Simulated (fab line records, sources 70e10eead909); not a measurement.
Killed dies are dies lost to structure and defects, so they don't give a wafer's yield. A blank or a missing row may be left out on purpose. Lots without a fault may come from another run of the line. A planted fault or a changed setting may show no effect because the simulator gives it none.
fab line records | flow nand_harc
record lots=11 wafers=33 last_day=34
route steps=1302 shown A_STAIRCASE@701 END@1302
lots that met no fault: from a run of the same line without faults
start_h: hours from the record's first day to the start of the lot's first wafer shown | wait_h: hours since the lot's step before | " the same as in the row above | L1.1+2: a row that stands for several wafers | - no value, or no start given | * or withheld: withheld | < > ~ a bound
route shown NAME@n: a module of which the file shows steps, and the number in the route of the first | usual: mean/standard deviation of fault-free wafers | same: alike in all rows | chamber/n: place in a boat | sites: the reading at each site | _std_site: their standard deviation | _edge_site: outer sites' mean less inner sites' | radius_mm: how far each site lies from the wafer's centre | mask NAME#n: copy n | behind: the tool/chamber that last shaped the wafer | hold: why the lot was held/for how many hours/how that ended | device: the transistor (n, p or np) that didn't switch | end of line: the same wafers' tests at the end of the route | a step without rows: its recipe alone | killed: dies lost to structure and defects at the first sort, not the wafer's yield | map: a wafer's dies, x killed, . not, _ none there
set.NAME: the setting as run; set.NAME@STEP: as run at that earlier step | model.NAME: the simulator's own value behind a step, which no gauge read
steps of the route over a sample of lots; a table a step, a row a wafer
services: from which hour (start_h, from the record's first day; less than 0 if before it) a tool's chamber was out of use, for how many hours, and why
## steps
# step NHARC_A_STAIRCASE_TRIM_187
# recipe time_s=211.2 o2_flow_sccm=500 ar_flow_sccm=0 bias_w=0 chemistry=O2
# usual chamber_pressure_mTorr=60.00/0.061 drypump_motor_current_A=5.6/0.36 oes_product_au=1.000/0.0092 rf_vpp_V=58.0/1 showerhead_plenum_p_Torr=3.56/0.16 throttle_valve_pct=17.038/0.0092
# same bias_w=0
# columns lot.wafer tool chamber start_h wait_h chamber_pressure_mTorr drypump_motor_current_A oes_product_au rf_hours_counter_h rf_vpp_V showerhead_plenum_p_Torr throttle_valve_pct
L942.2 rie_diel-01 1 353.16 0.1 60.00 5.6 0.987 43 57.7 3.58 17.037
L942.1 " 3 " " 59.96 6.2 1.008 50 57.8 3.37 17.045
L942.4 " 3 " " 59.98 6.3 1.012 - 57.5 3.37 17.040
L943.2 rie_diel-07 0 366.72 0.1 59.91 5.0 1.015 25 57.7 3.39 17.034
L943.1 " 3 " " 59.99 5.7 0.999 26 58.2 3.47 17.054
L943.5 " 1 " " 59.92 5.3 1.007 - 58.7 3.76 17.038
L949.4 rie_diel-01 0 426.62 0.1 60.34 5.4 1.017 10 58.0 3.41 17.035
L949.6 " 3 " " 59.99 6.2 1.012 - 57.5 3.36 17.045
L949.5 " 0 " " 60.01 5.4 0.993 - 57.4 3.41 17.041
L951.2 rie_diel-07 0 439.15 0.1 59.91 5.0 1.008 45 58.0 3.37 17.023
L951.3 " 1 " " 60.01 5.3 1.013 43 58.1 3.75 17.036
L951.5 " 3 " " 59.82 5.8 0.996 - 56.6 3.46 17.045
L954.1 rie_diel-06 2 470.84 0.1 60.00 5.3 0.987 58 56.1 3.77 17.044
L954.4 " 3 " " 59.98 5.9 1.001 57 58.8 3.75 17.034
L954.3 " 0 " " 60.01 6.2 1.010 38 58.7 3.66 17.038
L957.1 rie_diel-07 1 491.20 0.1 60.10 5.3 1.003 2 57.9 3.75 17.035
L957.2 " 2 " " 59.98 5.5 0.997 2 57.8 3.44 17.027
L957.4 " 0 " " 60.04 5.0 1.009 2 56.1 3.37 17.032
L958.1 rie_diel-07 2 521.35 0.1 59.92 5.5 1.005 11 58.1 3.44 17.035
L958.4 " 3 " " 60.03 5.8 0.994 12 57.5 3.44 17.040
L958.3 " 0 " " 60.02 5.0 1.016 13 58.4 3.36 17.044
L962.1 rie_diel-07 0 542.62 0.4 60.09 5.0 1.007 15 55.3 3.36 17.044
L962.3 " 1 " " 60.00 5.3 1.003 16 58.3 3.74 17.024
L962.4 " 2 " " 59.93 5.5 0.998 19 59.0 3.43 17.041
L964.2 rie_diel-07 3 567.68 0.1 60.04 5.8 0.981 29 57.6 3.43 17.036
L964.4 " 3 " " 60.00 5.8 0.996 - 56.4 3.44 17.040
L964.6 " 1 " " 59.99 5.3 0.996 - 57.9 3.73 17.042
L963.2 rie_diel-06 3 573.12 0.1 59.95 5.9 0.997 25 58.4 3.73 17.040
L963.4 " 2 " " 60.04 5.3 0.996 23 58.1 3.75 17.047
L963.5 " 3 " " 59.95 5.8 0.990 - 60.1 3.73 17.029
L965.3 rie_diel-01 2 588.56 0.1 59.99 6.0 0.999 4 58.4 3.48 17.027
L965.1 " 3 " " 59.97 6.2 0.983 3 57.4 3.33 17.051
L965.5 " 3 " " 59.85 6.2 0.993 - 57.7 3.33 17.048
# step NHARC_A_STAIRCASE_TRIM_189
# recipe time_s=211.2 o2_flow_sccm=500 ar_flow_sccm=0 bias_w=0 chemistry=O2
# usual bias_w=0/0 chamber_pressure_mTorr=60.01/0.055 drypump_motor_current_A=5.6/0.36 oes_product_au=1.000/0.0095 rf_vpp_V=57.8/0.88 showerhead_plenum_p_Torr=3.57/0.16 throttle_valve_pct=17.037/0.0087
# columns lot.wafer tool chamber start_h wait_h bias_w chamber_pressure_mTorr drypump_motor_current_A oes_product_au rf_hours_counter_h rf_vpp_V showerhead_plenum_p_Torr throttle_valve_pct
L942.2 rie_diel-01 2 353.43 - 0 60.05 6.0 0.991 49 57.6 3.53 17.033
L942.1 " 1 " " 0 60.00 5.6 0.990 43 58.4 3.58 17.057
L942.4 " 3 " " 0 60.03 6.2 1.004 - 57.9 3.37 17.044
L943.1 rie_diel-07 3 366.99 - 0 60.01 5.8 0.993 26 58.4 3.47 17.039
L943.2 " 0 " " 0 59.96 5.0 1.004 25 57.6 3.39 17.037
L943.5 " 1 " " 0 60.01 5.4 1.010 - 58.1 3.76 17.039
L949.4 rie_diel-01 3 426.88 - 0 59.94 6.2 1.006 14 56.0 3.36 17.046
L949.6 " 0 " " 0 60.05 5.4 1.016 - 56.3 3.41 17.039
L949.5 " 1 " " 0 59.90 5.7 1.011 - 58.4 3.57 17.033
L951.2 rie_diel-07 1 439.38 - 0 59.96 5.4 1.014 43 57.7 3.75 17.026
L951.3 " 3 " " 0 60.04 5.8 0.983 47 57.4 3.46 17.052
L951.5 " 1 " " 0 60.06 5.3 1.004 - 59.1 3.75 17.046
L954.3 rie_diel-06 0 471.07 - 0 60.08 6.2 1.009 38 56.3 3.66 17.033
L954.4 " 1 " " 0 60.00 5.7 0.983 55 58.1 3.72 17.025
L954.1 " 3 " " 0 60.00 5.9 0.991 58 57.5 3.75 17.030
L957.2 rie_diel-07 1 491.44 - - - - - - - - -
L957.4 " 3 " " - - - - - - - -
L957.1 " 0 " " - - - - - - - -
L958.4 rie_diel-07 3 521.57 - - - - - - - - -
L958.1 " 1 " " - - - - - - - -
L958.3 " 2 " " - - - - - - - -
L962.1 rie_diel-07 1 543.47 - 0 60.02 5.4 1.002 17 58.5 3.74 17.044
L962.3 " 2 " " 0 60.04 5.5 0.994 19 58.1 3.43 17.029
L962.4 " 0 " " 0 60.01 5.0 1.001 16 58.3 3.36 17.024
L964.2 rie_diel-07 3 567.96 - 0 60.00 5.8 0.986 29 57.8 3.43 17.033
L964.6 " 1 " " 0 59.92 5.3 1.004 - 58.2 3.73 17.035
L964.4 " 3 " " 0 60.14 5.8 0.986 - 56.7 3.43 17.038
L963.4 rie_diel-06 1 573.35 - 0 59.97 5.8 1.004 20 58.2 3.70 17.045
L963.2 " 0 " " 0 59.94 6.3 1.008 21 56.7 3.64 17.047
L963.5 " 2 " " 0 60.06 5.3 0.998 - 58.9 3.75 17.037
L965.1 rie_diel-01 2 588.80 - 0 59.98 6.0 0.998 4 58.2 3.48 17.042
L965.3 " 1 " " 0 59.98 5.7 0.986 4 57.8 3.54 17.038
L965.5 " 2 " " 0 59.96 6.0 0.988 - 57.3 3.48 17.030
# step NHARC_A_STAIRCASE_TRIM_193
# recipe time_s=211.2 o2_flow_sccm=500 ar_flow_sccm=0 bias_w=0 chemistry=O2
# usual chamber_pressure_mTorr=60.00/0.054 drypump_motor_current_A=5.6/0.36 oes_product_au=1.000/0.01 rf_vpp_V=57.9/0.99 showerhead_plenum_p_Torr=3.56/0.15 throttle_valve_pct=17.037/0.0088
# same bias_w=0
# columns lot.wafer tool chamber start_h wait_h chamber_pressure_mTorr drypump_motor_current_A oes_product_au rf_hours_counter_h rf_vpp_V showerhead_plenum_p_Torr throttle_valve_pct
L942.1 rie_diel-01 3 - - 59.97 6.3 1.017 50 58.1 3.37 17.030
L942.2 " 2 " " 59.95 6.0 1.011 50 57.7 3.53 17.037
L942.4 " 2 " " 59.92 6.0 1.015 - 56.8 3.53 17.040
L943.1 rie_diel-07 1 - - 60.05 5.3 1.014 24 59.2 3.76 17.039
L943.2 " 3 " " 60.02 5.8 1.003 27 58.2 3.47 17.027
L943.5 " 1 " " 60.05 5.3 1.014 - 60.6 3.76 17.032
L949.4 rie_diel-01 2 - - 60.04 6.0 0.994 14 58.6 3.52 17.043
L949.6 " 1 " " 60.03 5.7 0.995 - 58.0 3.57 17.024
L949.5 " 2 " " 60.08 6.0 1.005 - 58.6 3.52 17.048
L951.2 rie_diel-07 0 - - 59.92 5.0 1.002 50 58.4 3.37 17.037
L951.3 " 2 " " 60.08 5.5 0.986 42 58.8 3.45 17.044
L951.5 " 0 " " 59.95 5.0 0.997 - 57.0 3.37 17.050
L954.3 rie_diel-06 1 - - 59.93 5.8 0.989 55 57.7 3.72 17.038
L954.1 " 2 " " 59.98 5.3 0.996 59 57.8 3.77 17.043
L954.4 " 3 " " 59.99 5.9 0.999 58 58.7 3.75 17.045
L957.1 rie_diel-07 2 - - 60.02 5.5 1.003 2 56.1 3.44 17.045
L957.2 " 3 " " 59.96 5.8 0.984 2 58.1 3.45 17.047
L957.4 " 0 " " 59.87 5.0 1.010 2 57.0 3.37 17.047
L958.3 rie_diel-07 2 - - 59.93 5.5 0.989 12 57.1 3.44 17.024
L958.1 " 3 " " 60.07 5.8 0.992 12 57.0 3.44 17.038
L958.4 " 3 " " 60.03 5.8 0.981 - 58.3 3.44 17.030
L962.3 rie_diel-07 3 - - 60.01 5.8 0.987 20 58.0 3.44 17.045
L962.1 " 0 " " 60.04 5.0 1.007 16 57.0 3.36 17.014
L962.4 " 2 " " 59.97 5.5 0.999 20 57.6 3.43 17.035
L964.2 rie_diel-07 0 - - 60.04 5.0 1.005 26 58.2 3.35 17.030
L964.4 " 0 " " 59.92 5.0 1.018 - 57.7 3.35 17.037
L964.6 " 1 " " 60.09 5.3 0.993 - 58.4 3.73 17.043
L963.4 rie_diel-06 1 - - 60.01 5.8 1.003 20 58.3 3.70 17.042
L963.2 " 2 " " 59.90 5.3 0.996 24 58.9 3.75 17.046
L963.5 " 2 " " 60.02 5.3 0.981 - 58.5 3.75 17.048
L965.3 rie_diel-01 1 - - 59.90 5.6 0.989 4 57.9 3.54 17.043
L965.1 " 3 " " 59.98 6.2 0.993 3 56.4 3.33 17.029
L965.5 " 0 " " 60.00 5.3 0.993 - 56.0 3.38 17.024
# step NHARC_A_STAIRCASE_TRIM_196
# recipe time_s=211.2 o2_flow_sccm=500 ar_flow_sccm=0 bias_w=0 chemistry=O2
# usual chamber_pressure_mTorr=60.00/0.057 drypump_motor_current_A=5.6/0.37 oes_product_au=1.000/0.011 rf_vpp_V=57.9/0.82 showerhead_plenum_p_Torr=3.53/0.15 throttle_valve_pct=17.036/0.0099
# same bias_w=0
# columns lot.wafer tool chamber start_h wait_h chamber_pressure_mTorr drypump_motor_current_A oes_product_au rf_hours_counter_h rf_vpp_V showerhead_plenum_p_Torr throttle_valve_pct
L942.1 rie_diel-01 1 354.37 0.1 59.99 5.7 0.989 44 57.0 3.58 17.030
L942.2 " 2 " " 60.08 6.0 0.994 50 58.5 3.53 17.031
L942.4 " 2 " " 60.04 6.0 0.987 - 57.6 3.53 17.053
L943.2 rie_diel-07 1 367.92 0.1 60.04 5.3 1.013 24 58.6 3.76 17.041
L943.1 " 3 " " 59.96 5.8 0.992 27 57.7 3.47 17.049
L943.5 " 3 " " 59.98 5.8 0.998 - 57.7 3.47 17.027
L949.4 rie_diel-07 1 427.70 0.1 60.00 5.3 1.006 41 58.9 3.75 17.047
L949.5 " 2 " " 60.02 5.5 1.003 - 58.1 3.45 17.017
L949.6 " 3 " " 59.93 5.8 0.994 - 57.8 3.46 17.032
L951.2 rie_diel-07 3 442.95 0.1 59.98 5.8 0.977 51 59.1 3.46 17.027
L951.3 " 0 " " 60.08 5.0 1.004 50 57.2 3.37 17.052
L951.5 " 3 " " 59.99 5.9 0.977 - 58.4 3.46 17.035
L954.1 rie_diel-07 1 471.91 0.1 59.86 5.3 0.987 54 58.8 3.75 17.037
L954.3 " 3 " " 59.96 5.8 0.990 - 57.9 3.45 17.043
L954.4 " 1 " " 59.95 5.3 1.001 - 58.5 3.75 17.036
L957.1 rie_diel-07 1 492.25 0.1 60.01 5.3 1.003 2 60.0 3.74 17.031
L957.2 " 2 " " 60.00 5.5 1.004 2 58.1 3.44 17.033
L957.4 " 3 " " 60.03 5.8 1.003 2 56.8 3.45 17.035
L958.1 rie_diel-01 2 522.43 0.1 59.91 6.0 1.015 52 57.0 3.50 17.047
L958.4 " 3 " " 59.93 6.3 0.992 47 57.4 3.34 17.037
L958.3 " 1 " " 60.00 5.6 0.986 47 57.7 3.55 17.033
L962.1 rie_diel-07 1 544.51 0.1 59.98 5.3 0.997 18 57.0 3.74 17.032
L962.3 " 2 " " 59.96 5.5 0.995 20 57.8 3.43 17.036
L962.4 " 0 " " 59.97 5.0 1.015 17 57.8 3.36 17.042
L964.2 rie_diel-07 1 568.91 0.1 60.03 5.3 1.011 27 59.0 3.73 17.032
L964.4 " 3 " " 59.97 5.8 0.995 - 58.1 3.43 17.035
L964.6 " 0 " " 59.95 5.0 1.021 - 59.4 3.35 17.016
L963.2 rie_diel-07 3 574.14 0.1 59.96 5.8 0.986 32 57.2 3.43 17.034
L963.5 " 0 " " 59.94 5.0 1.015 - 57.1 3.35 17.049
L963.4 " 1 " " 59.96 5.3 1.002 - 58.7 3.73 17.054
L965.3 rie_diel-06 1 589.62 0.1 59.93 5.7 0.995 22 56.4 3.70 17.016
L965.1 " 3 " " 59.97 5.9 1.000 26 57.8 3.73 17.050
L965.5 " 1 " " 59.86 5.7 0.997 - 58.2 3.70 17.050
# step NHARC_END_SORT_01
# recipe temp_c=25
# usual killed_at_array=55/15 killed_at_other=1.0/1.2 killed_at_periphery=3.4/2.2 killed_dies=59/15 killed_open=3.2/2 killed_short=2.5/1.7
# same gross_dies=677
# columns lot.wafer tool chamber start_h wait_h killed_at_array killed_at_other killed_at_periphery killed_dies killed_open killed_short
L957.1 prober-02 0 696.39 2.5 673 0 4 677 4 2
L957.2 prober-02 0 697.20 2.8 670 0 7 677 2 2
L957.4 prober-02 0 698.83 3.4 672 1 4 677 7 2
L958.1 prober-02 0 721.48 4.8 670 0 7 677 4 3
L958.3 prober-02 0 723.08 5.4 668 2 7 677 2 2
L958.4 prober-02 0 723.88 5.7 673 1 3 677 3 2
# killed by level:class
L957.1 A_STAIRCASE:area_trim=621 A_CHANNEL_HOLE_D1:chamber_film_flake=31 A_STAIRCASE:chamber_film_flake=6 P_GATE:chamber_film_flake=3 A_CHANNEL_FILL_D2:chamber_film_flake=3 A_SLIT:chamber_film_flake=2 A_CONTACT:chamber_film_flake=2 P_GATE:geometric_particle:open=1
L957.2 A_STAIRCASE:area_trim=631 A_CHANNEL_HOLE_D1:chamber_film_flake=29 P_GATE:chamber_film_flake=5 A_WL_FILL:geometric_particle:open=2 A_CHANNEL_HOLE_D2:chamber_film_flake=2 A_ONON_D1:geometric_particle:short=1 A_CHANNEL_FILL_D2:geometric_particle:short=1 P_STI:chamber_film_flake=1
L957.4 A_STAIRCASE:area_trim=624 A_CHANNEL_HOLE_D1:chamber_film_flake=33 A_CHANNEL_HOLE_D2:chamber_film_flake=4 P_GATE:chamber_film_flake=3 A_SLIT:chamber_film_flake=3 A_CHANNEL_FILL_D1:geometric_particle:open=2 P_CONTACT:geometric_particle:open=1 A_ONON_D1:geometric_particle:short=1
L958.1 A_STAIRCASE:area_trim=619 A_SLIT:chamber_film_flake=33 A_CHANNEL_HOLE_D1:chamber_film_flake=7 P_CONTACT:chamber_film_flake=4 A_CONTACT:chamber_film_flake=4 P_M0:geometric_particle:open=1 P_M0:geometric_particle:short=1 A_CHANNEL_FILL_D1:geometric_particle:open=1
L958.3 A_STAIRCASE:area_trim=618 A_SLIT:chamber_film_flake=34 A_CHANNEL_HOLE_D1:chamber_film_flake=10 P_ZERO_WELL:chamber_film_flake=4 A_CONTACT:chamber_film_flake=3 P_CONTACT:chamber_film_flake=2 P_CONTACT:geometric_particle:open=1 A_ONON_D2:geometric_particle:short=1
L958.4 A_STAIRCASE:area_trim=613 A_SLIT:chamber_film_flake=35 A_CHANNEL_HOLE_D1:chamber_film_flake=11 A_CONTACT:chamber_film_flake=7 P_STI:geometric_particle:open=1 A_SOURCE_PLATE:geometric_particle:short=1 A_CHANNEL_HOLE_D1:geometric_particle:short=1 A_WL_FILL:geometric_particle:open=1
## services
# columns tool chamber start_h hours kind
rie_diel-07 0 330.35 - clean
rie_diel-07 1 330.35 - clean
rie_diel-07 2 330.35 - clean
rie_diel-07 3 330.35 - clean
rie_diel-06 0 334.55 28.5 repair
rie_diel-01 0 349.82 14.4 repair
rie_diel-06 1 352.26 5.6 repair
rie_diel-07 0 355.51 - clean
rie_diel-07 1 355.51 - clean
rie_diel-07 2 355.51 - clean
rie_diel-07 3 355.51 - clean
rie_diel-06 - 361.47 1.0 repair
rie_diel-07 2 364.79 12.7 repair
rie_diel-07 0 380.01 - clean
rie_diel-07 1 380.01 - clean
rie_diel-01 - 383.18 9.0 pm
rie_diel-01 0 397.08 3.2 repair
rie_diel-07 2 418.06 6.2 repair
rie_diel-07 1 455.72 4.9 repair
rie_diel-07 - 473.83 9.0 pm
rie_diel-06 - 493.45 9.0 pm
rie_diel-07 0 521.78 16.0 repair
rie_diel-07 2 548.44 31.2 repair
rie_diel-01 - 560.43 9.0 pm
## key
first_sign step=NHARC_A_STAIRCASE_TRIM_189 reading=tool_record direction=missing
effect step=NHARC_END_SORT_01 reading=killed_dies direction=up sigmas=42 usual=59 struck=677
more_kills_born_at NHARC_A_STAIRCASE_TRIM_189@rie_diel-07=3726
met_at NHARC_A_STAIRCASE_TRIM_189
struck_lots L957,L958
later_rows_left_out L957.1,L957.2,L957.4,L958.1,L958.3,L958.4
tester_left_out L957,L958
not_acting_at NHARC_A_STAIRCASE_TRIM_187,NHARC_A_STAIRCASE_TRIM_193,NHARC_A_STAIRCASE_TRIM_196
onset_between 439.38 491.44
fault kind=skipped_step_whole tool=rie_diel-07 chamber=- onset_h=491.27 steps=NHARC_A_STAIRCASE_TRIM_189 scope=struck_lots_only
# tester_left_out: of these lots the tester's yield and bins aren't shown, on N5 and GAA mostly nor the transistor test; their killed dies are dies lost to structure and defects alone, not to doping, threshold or leakage, so they don't give the yield
# later_rows_left_out: the simulator's readings of these wafers behind a module that went badly wrong aren't trusted and aren't shown, but for the sort
